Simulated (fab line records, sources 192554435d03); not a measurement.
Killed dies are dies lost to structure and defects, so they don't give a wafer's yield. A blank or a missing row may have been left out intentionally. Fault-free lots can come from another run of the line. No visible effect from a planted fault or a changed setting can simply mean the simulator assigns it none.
One fault seen from 3 desks    flow n5Finfet    numbers are kept per desk, each desk with only its own; the story behind them comes last

## TOOL OWNER'S DESK, rieDiel-02
The tool's own readings at N5_HKMG_FIN_ETCH_58 (etches SOC in N2/H2, target depth 215.8 nm, time 741 s): means of the sampled wafers that have a number, for each lot that ran on this tool. If a lot's mean is further than 4 standard deviations from the usual mean, the lot is out of limits and carries the mark OUT (the distance appears in the brackets).
Columns: A = drypumpMotorCurrentA at N5_HKMG_FIN_ETCH_58, usual 5.9 A; B = oesProductAu at N5_HKMG_FIN_ETCH_58, usual 0.79 a.u.; C = rfFwdPowerW at N5_HKMG_FIN_ETCH_58, usual 874.0 W; D = rfVppV at N5_HKMG_FIN_ETCH_58, usual 99.2 V; E = showerheadPlenumPTorr at N5_HKMG_FIN_ETCH_58, usual 2.56 Torr; F = throttleValvePct at N5_HKMG_FIN_ETCH_58, usual 17.66 %
lot   first seen here  A    B     C                 D                E     F
L604  day 7 12:59      5.0  0.74  872.2             99.7             2.46  17.70
L606  day 7 23:18      5.4  0.92  1083.2 (+80) OUT  92.0 (-8.9) OUT  2.53  17.82
L611  day 9 06:50      5.6  0.95  1084.8 (+81) OUT  91.3 (-9.7) OUT  2.57  17.61
This desk finds L606, L611 out of limits, L606 being first, at day 7 23:18 (rfFwdPowerW at N5_HKMG_FIN_ETCH_58). L604 stayed within limits.

## FROM THE METROLOGY DESK
Means of the sampled wafers that have a number, per lot and without regard to the tool the lot ran on: this is what the gauges read. If a lot's mean is further than 4 standard deviations from the usual mean, the lot is out of limits and carries the mark OUT (the distance appears in the brackets). Only the readings that lie furthest out on some lot appear, 7 of the 12 it has.
Columns: A = DIBL_N at N5_BEOL_M4_RC_MEAS_101, usual 36.4 mV/V; B = DIBL_P at N5_BEOL_M4_RC_MEAS_101, usual 36.1 mV/V; C = IOFF_N at N5_BEOL_M4_RC_MEAS_101, usual 0.156 nA/um; D = IOFF_P at N5_BEOL_M4_RC_MEAS_101, usual 0.21 nA/um; E = ION_N at N5_BEOL_M4_RC_MEAS_101, usual 674 uA/um; F = ION_P at N5_BEOL_M4_RC_MEAS_101, usual 463 uA/um; G = SS_P at N5_BEOL_M4_RC_MEAS_101, usual 73.2 mV/dec
lot   first seen here  A     B     C      D     E    F    G
L597  day 5 16:19      36.7  36.6  0.180  0.25  692  477  74.2
L601  day 6 19:46      39.1  38.9  0.195  0.27  686  473  73.5
L604  day 7 12:36      36.2  35.1  0.159  0.18  678  455  73.1
L606  day 7 22:37      37.5  35.9  0.155  0.20  670  460  73.1
L611  day 9 06:26      36.2  35.0  0.132  0.18  672  459  72.9
L613  day 9 15:22      36.4  36.1  0.168  0.18  685  459  73.6
This desk's finding: nothing out of limits on any of the 6 lots.

## THE DEFECT DESK
Per lot, the means of the sampled wafers with a number show what the inspections along the route counted. If a lot's mean is further than 4 standard deviations from the usual mean, the lot is out of limits and carries the mark OUT (the distance appears in the brackets).
Columns: A = rawDefectCount at N5_HKMG_FIN_INSPECT_61, usual 2.1
lot   first seen here  A
L597  day 5 16:22      0.0
L601  day 6 19:49      1.7
L604  day 7 12:39      2.3
L606  day 7 22:40      1.7
L611  day 9 06:29      2.7
L613  day 9 15:25      1.0
This desk's finding: nothing out of limits on any of the 6 lots.

## PUT TOGETHER
At day 7 23:18, on L606, L611, the tool owner's desk was in a position to raise an alarm.
The metrology desk saw nothing out of limits.
Nothing the defect desk looked at was out of limits.
The metrology desk holds a record of L606, L611, inside its limits.
The defect desk has L606, L611 on record, within its limits.
On rieDiel-02, each named lot ran N5_HKMG_FIN_ETCH_58.

## WHAT THE SIMULATOR HAD INSERTED
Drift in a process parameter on rieDiel-02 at N5_HKMG_FIN_ETCH_58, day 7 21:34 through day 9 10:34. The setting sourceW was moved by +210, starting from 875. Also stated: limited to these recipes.
Shown lots that were struck: L606, L611.
How many hours passed from the start of the fault until each desk's first out-of-limits reading: the tool owner's desk, 2.
